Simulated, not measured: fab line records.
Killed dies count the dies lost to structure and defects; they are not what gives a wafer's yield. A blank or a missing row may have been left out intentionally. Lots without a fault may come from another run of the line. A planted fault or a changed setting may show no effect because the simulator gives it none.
Code-filled problem report in 8D (eight disciplines) form || flow nand-harc || the parts of the form that need people (team, actions taken, sign-off) are left out

== 1. THE ISSUE ==
Wafers without a fault read 32, standard deviation 9; killed-dies at NHARC_END_SORT_01 reads a mean of 250 on 6 wafers belonging to 2 lots. Measured from the usual mean, that is +24 standard deviations.
Seen first at day 21 07:46 on prober-02, wafer L272.3. Wafers with a number at this step in the record: 6, from 2 lots. Rule for "out", or "out of limits": more than 4 standard deviations from the usual mean. Any other wafer with a number is counted as sound.

== 2. WHAT IT IS, AND WHAT IT ISN'T ==
{"question": "which readings at this step", "is": "killed-dies, killed-at-array", "is not": "killed-at-other, killed-open, killed-short"}
{"question": "which lots", "is": "L272, L279", "is not": "-"}
{"question": "which wafers of those lots", "is": "all that have a number", "is not": "-"}
{"question": "read on which gauges", "is": "prober-02", "is not": "-"}
{"question": "when", "is": "from day 21 07:46", "is not": "up to then (0 sound wafers)"}

== 3. SUSPECTS, AND WHAT RULES EACH OUT ==
Counting: a tool stays on the suspect list if, at a process step up to the reading, it processed all lots that are out and no sound lot following the first of them.
- the gauge at NHARC_END_SORT_01 has been ruled out. All the wafers that are out were read on prober-02, but those of them that NHARC_A_STAIRCASE_ETCH_230 has rows for are out there too, on other tools.
- rie-diel-05 at NHARC_A_STAIRCASE_ETCH_230 (etches the open film in C4F8/O2, target depth 100 nm, time 40.5 s): kept. It ran every lot that is out, first L272 (day 13 06:14), and no sound lot after that. Its own readings are out on those wafers: oes-product-au.
- rie-diel-05 at NHARC_A_STAIRCASE_TRIM_233 (chemistry O2, time 211.2 s): kept. It ran every lot that is out, first L272 (day 21 07:46), and no sound lot after that. NHARC_A_STAIRCASE_TRIM_233 gives no start for some lots, so the hours and the order of its lots are those of NHARC_END_SORT_01.
The count leaves rie-diel-05 at NHARC_A_STAIRCASE_TRIM_233 and rie-diel-05 at NHARC_A_STAIRCASE_ETCH_230.

== 4. THE CAUSE (what the simulator had put in) ==
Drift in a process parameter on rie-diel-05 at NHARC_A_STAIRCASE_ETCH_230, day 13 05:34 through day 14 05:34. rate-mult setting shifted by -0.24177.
Counting leaves 2 suspects; this tool is one of them.

== 5. THE CHAIN OF EFFECTS, in route order ==
Each row: a reading whose mean over the struck wafers that have a number lies more than 3 standard deviations from the usual. Scope: only readings with a usual standard deviation given in the record; hours: median across lots of the time from each lot's start at the first step in this table that gives one to its start at this step; sigmas: change in usual standard deviations.
{"hours": 0, "step": "NHARC_A_STAIRCASE_ETCH_230", "reading": "oes-product-au", "usual": "0.946 a.u.", "on struck wafers": 0.810, "change": -0.136, "sigmas": -8.5}
{"hours": 197, "step": "NHARC_END_SORT_01", "reading": "killed-at-array", "usual": 28, "on struck wafers": 246, "change": "+218", "sigmas": "+24"}
{"hours": 197, "step": "NHARC_END_SORT_01", "reading": "killed-dies", "usual": 32, "on struck wafers": 250, "change": "+218", "sigmas": "+24"}
Process steps it contains:
- NHARC_A_STAIRCASE_ETCH_230: etches the open film in C4F8/O2, target depth 100 nm, time 40.5 s.

== 6. HOW IT WOULD HAVE BEEN CAUGHT EARLIER ==
In this record the first reading out of limits at a measuring or inspecting step was taken at day 21 07:46, 194 hours after the fault began at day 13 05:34.
Tool's own readings at NHARC_A_STAIRCASE_ETCH_230, oes-product-au: out on all struck wafers the step has rows for; an alarm limit on them would have tripped on the first.
The start of NHARC_A_STAIRCASE_ETCH_230 on rie-diel-05 came by day 21 07:46 for every one of the lots that are out (2). Tool hold at that time: it would have spared none of them.
